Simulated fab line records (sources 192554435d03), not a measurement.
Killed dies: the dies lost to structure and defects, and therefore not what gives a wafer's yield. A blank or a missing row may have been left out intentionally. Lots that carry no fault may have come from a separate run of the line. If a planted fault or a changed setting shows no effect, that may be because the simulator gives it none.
Which tool was responsible? -- flow n5 finfet -- Sampling: 10 lots, 29 wafers, 5 of 1938 route steps

## WHAT THE GAUGES SHOWED, per wafer
N5_BEOL_M4_RC_MEAS_101. Usual: DIBL_N 36.4 mV/V, standard deviation 1.2; DIBL_P 36.1 mV/V, standard deviation 1.6; IOFF_N 0.156 nA/um, standard deviation 0.024; IOFF_P 0.21 nA/um, standard deviation 0.031; ION_N 674 uA/um, standard deviation 11; ION_P 463 uA/um, standard deviation 6.9; SS_N 71.5 mV/dec, standard deviation 0.5; SS_P 73.2 mV/dec, standard deviation 0.55; VT_N 250.0 mV, standard deviation 2.9; VT_P -250 mV, standard deviation 3.6.
lot,measured,on,DIBL_N (mV/V),DIBL_P (mV/V),IOFF_N (nA/um),IOFF_P (nA/um),ION_N (uA/um),ION_P (uA/um),SS_N (mV/dec),SS_P (mV/dec),VT_N (mV),VT_P (mV),flag
L715,day 8 05:44,prober-01,37.3 38.7 36.8,38.3 39.4 37.6,0.181 0.208 0.167,0.23 0.24 0.21,680 684 674,469 464 459,72.1 72.1 72.4,73.3 73.8 73.3,247.3 244.2 247.0,-250 -249 -251,
L716,day 8 06:26,prober-02,35.5 35.4 37.9,36.6 36.2 39.3,0.160 0.146 0.207,0.20 0.18 0.24,675 661 679,456 450 463,71.5 71.3 71.7,73.7 73.5 75.0,248.2 250.2 244.5,-252 -257 -249,
L719,day 8 23:57,prober-01,36.8 38.0 37.1,35.8 36.4 36.3,0.182 0.195 0.185,0.28 0.28 0.29,676 683 681,470 467 471,71.2 72.1 71.8,73.6 74.5 73.5,250.4 247.6 247.4,-245 -242 -243,
L720,day 9 03:59,prober-02,34.6 35.2 36.4,33.9 35.1 36.3,0.136 0.148 0.181,0.20 0.22 0.25,661 678 688,466 468 482,70.7 71.2 71.6,73.5 73.2 73.9,250.5 251.3 246.8,-249 -247 -246,
L721,day 9 11:13,prober-02,38.4 37.3 37.4,38.1 38.3 37.4,0.182 0.173 0.163,0.22 0.21 0.19,684 677 683,467 461 466,71.4 72.0 71.9,73.2 72.5 73.1,248.8 247.9 249.7,-250 -248 -249,
L722,day 10 06:21,prober-02,39.1 37.1 38.8,38.8 35.5 38.1,0.219 0.158 0.207,0.26 0.21 0.25,698 676 698,476 466 471,72.2 71.5 71.7,73.5 73.5 73.9,243.5 249.8 244.3,-246 -249 -246,
L727,day 11 04:04,prober-02,35.8 34.6,34.9 33.3,0.151 0.127,0.18 0.17,684 665,460 452,71.6 71.5,73.0 73.3,249.4 253.1,-254 -257,
L730,day 11 17:59,prober-01,35.7 35.9 36.2,34.8 35.4 35.9,0.138 0.143 0.145,0.19 0.21 0.21,668 668 669,461 461 466,70.4 71.3 71.4,73.1 72.7 72.7,249.6 248.5 249.6,-249 -250 -248,
L732,day 12 12:56,prober-01,37.7 37.7,36.7 37.1,0.175 0.186,0.25 0.26,679 688,467 470,71.8 71.7,73.3 74.1,247.2 247.7,-247 -247,
L734,day 13 12:59,prober-02,37.2 35.7 36.0,36.8 34.9 34.9,0.152 0.127 0.134,0.20 0.18 0.18,674 669 681,464 462 464,71.7 71.3 71.2,72.6 72.5 72.6,251.9 253.1 253.8,-254 -254 -255,

## WHAT TOOL EACH LOT RAN ON (gives the tool, then ch and the chambers of the sampled wafers, and finally the start)
lot,N5_MOL_CONTACT_COAG_TI_SIL_19,N5_MOL_CONTACT_COAG_ANNEAL_113,N5_MOL_CONTACT_COAG_CMP_23,N5_MOL_CONTACT_COAG_ALD_123
L715,"pvd sputter-02, day 5 06:24","rtp anneal-02 ch 0, day 5 09:08","cmp-02 ch 1,2,3, day 5 10:59","ald sin-02 ch 1,2,3, day 5 13:42"
L716,"pvd sputter-02, day 5 11:18","rtp anneal-01 ch 0, day 5 13:07","cmp-02 ch 0,1,2, day 5 14:58","ald sin-01 ch 0,1,3, day 5 18:08"
L719,"pvd sputter-03, day 6 03:52","rtp anneal-01 ch 0, day 6 07:17","cmp-03 ch 2,3, day 6 08:58","ald sin-02 ch 0,1,2, day 6 11:39"
L720,"pvd sputter-03, day 6 09:33","rtp anneal-01 ch 0, day 6 11:17","cmp-02 ch 2,3, day 6 12:52","ald sin-03 ch 0,1,2, day 6 15:35"
L721,"pvd sputter-01, day 6 17:14","rtp anneal-02 ch 0, day 6 19:25","cmp-01 ch 0,1,2, day 6 20:21","ald sin-01 ch 1,2,3, day 6 23:04"
L722,"pvd sputter-01, day 6 23:16","rtp anneal-02 ch 0, day 7 01:46","cmp-02 ch 0,2,3, day 7 04:03","ald sin-03 ch 1,2, day 7 07:19"
L727,"pvd sputter-01, day 8 06:04","rtp anneal-02 ch 0, day 8 10:16","cmp-02 ch 0,2,3, day 8 11:29","ald sin-01 ch 0,1,2, day 8 14:27"
L730,"pvd sputter-02, day 9 00:47","rtp anneal-01 ch 0, day 9 02:18","cmp-02 ch 0,1,3, day 9 05:20","ald sin-01 ch 1,3, day 9 08:21"
L732,"pvd sputter-02, day 9 11:32","rtp anneal-02 ch 0, day 9 15:40","cmp-02 ch 1,3, day 9 17:32","ald sin-01 ch 1,3, day 9 20:34"
L734,"pvd sputter-03, day 9 23:05","rtp anneal-02 ch 0, day 10 01:17","cmp-01 ch 1,2,3, day 10 02:45","ald sin-03 ch 0,2,3, day 10 05:41"
- N5_MOL_CONTACT_COAG_TI_SIL_19: material Ti, target thk 4.2 nm, time 15 s.
- N5_MOL_CONTACT_COAG_ANNEAL_113: time 300 s.
- N5_MOL_CONTACT_COAG_CMP_23: polishes, stops on SiO2, t overpolish 1.5 s, target thk 0 nm.
- N5_MOL_CONTACT_COAG_ALD_123: deposits SiNx, target thk 5 nm, pulse time 1 s, purge time 2 s.

## AS READ BY THE TOOLS THEMSELVES (means over the sampled wafers that have a number; for cases with no such wafer, the mark the record gives instead)
N5_MOL_CONTACT_COAG_TI_SIL_19. Usual: chamber pressure pa 5.001 Pa, standard deviation 0.0097; throttle valve pct 30.8 %, standard deviation 0.78.
lot,tool,chamber pressure pa (Pa),throttle valve pct (%),flag
L715,pvd sputter-02,5.000,31.0,
L716,pvd sputter-02,5.001,31.2,
L719,pvd sputter-03,5.005,30.4,
L720,pvd sputter-03,5.005,30.4,
L721,pvd sputter-01,5.000,31.3,
L722,pvd sputter-01,5.010,30.7,
L727,pvd sputter-01,4.994,30.9,
L730,pvd sputter-02,4.994,31.5,
L732,pvd sputter-02,4.998,31.3,
L734,pvd sputter-03,4.999,30.1,

N5_MOL_CONTACT_COAG_ANNEAL_113. Usual: lamp power pct 2.67 %, standard deviation 0.066; lamp_zone_3_pct 2.67 %, standard deviation 0.066; wafer_temp_C_max 401.4, standard deviation 0.43.
lot,tool,lamp power pct (%),lamp_zone_3_pct (%),wafer_temp_C_max,flag
L715,rtp anneal-02,2.74,2.74,400.9,
L716,rtp anneal-01,2.61,2.60,401.7,
L719,rtp anneal-01,2.60,2.60,401.9,
L720,rtp anneal-01,2.60,2.60,401.8,
L721,rtp anneal-02,2.74,2.74,401.3,
L722,rtp anneal-02,2.73,2.74,401.0,
L727,rtp anneal-02,2.74,2.73,401.0,
L730,rtp anneal-01,2.61,2.61,402.0,
L732,rtp anneal-02,2.74,2.74,401.1,
L734,rtp anneal-02,2.74,2.74,401.3,

N5_MOL_CONTACT_COAG_CMP_23. Usual: motor current A 8.5 A, standard deviation 0.64; overpolish run s 1.501 s, standard deviation 0.0076; time to endpoint s 7.9 s, standard deviation 2.
lot,tool,motor current A (A),overpolish run s (s),time to endpoint s (s),flag
L715,cmp-02,8.5,1.509,8.3,
L716,cmp-02,9.0,1.501,10.6,
L719,cmp-03,7.0,1.500,8.3,
L720,cmp-02,8.6,1.493,8.4,
L721,cmp-01,8.5,1.511,7.7,
L722,cmp-02,8.6,1.506,7.4,
L727,cmp-02,8.6,1.499,4.0,
L730,cmp-02,8.4,1.505,7.3,
L732,cmp-02,8.3,1.502,7.3,
L734,cmp-01,8.4,1.500,9.1,

N5_MOL_CONTACT_COAG_ALD_123. Usual: heater power w 880 W, standard deviation 92; precursor pulse height rel 0.999, standard deviation 0.018.
lot,tool,heater power w (W),precursor pulse height rel,flag
L715,ald sin-02,829,0.995,
L716,ald sin-01,922,1.004,
L719,ald sin-02,859,1.007,
L720,ald sin-03,878,1.004,
L721,ald sin-01,834,0.993,
L722,ald sin-03,884,1.000,
L727,ald sin-01,899,1.018,
L730,ald sin-01,947,0.998,
L732,ald sin-01,910,0.985,
L734,ald sin-03,878,1.000,

## THE ANSWER, worked out from the rows above alone
Rule: a lot is off if the mean of its wafers that have a number lies more than 3 standard deviations from the usual mean. A lot without any number at a reading at which 4 lots or more have one is off too. The other lots that the step has rows for count as sound. After the gauges, taken in route order, come the tools' own readings; for these a lot's mean is taken, as printed above. The first step at which some lot is off is used, and at that step the reading that is off furthest; a lot without a number counts as furthest.
Across all readings shown, no lot is off: no conclusion can be drawn from this.

## WHAT THE SIMULATOR PUT IN
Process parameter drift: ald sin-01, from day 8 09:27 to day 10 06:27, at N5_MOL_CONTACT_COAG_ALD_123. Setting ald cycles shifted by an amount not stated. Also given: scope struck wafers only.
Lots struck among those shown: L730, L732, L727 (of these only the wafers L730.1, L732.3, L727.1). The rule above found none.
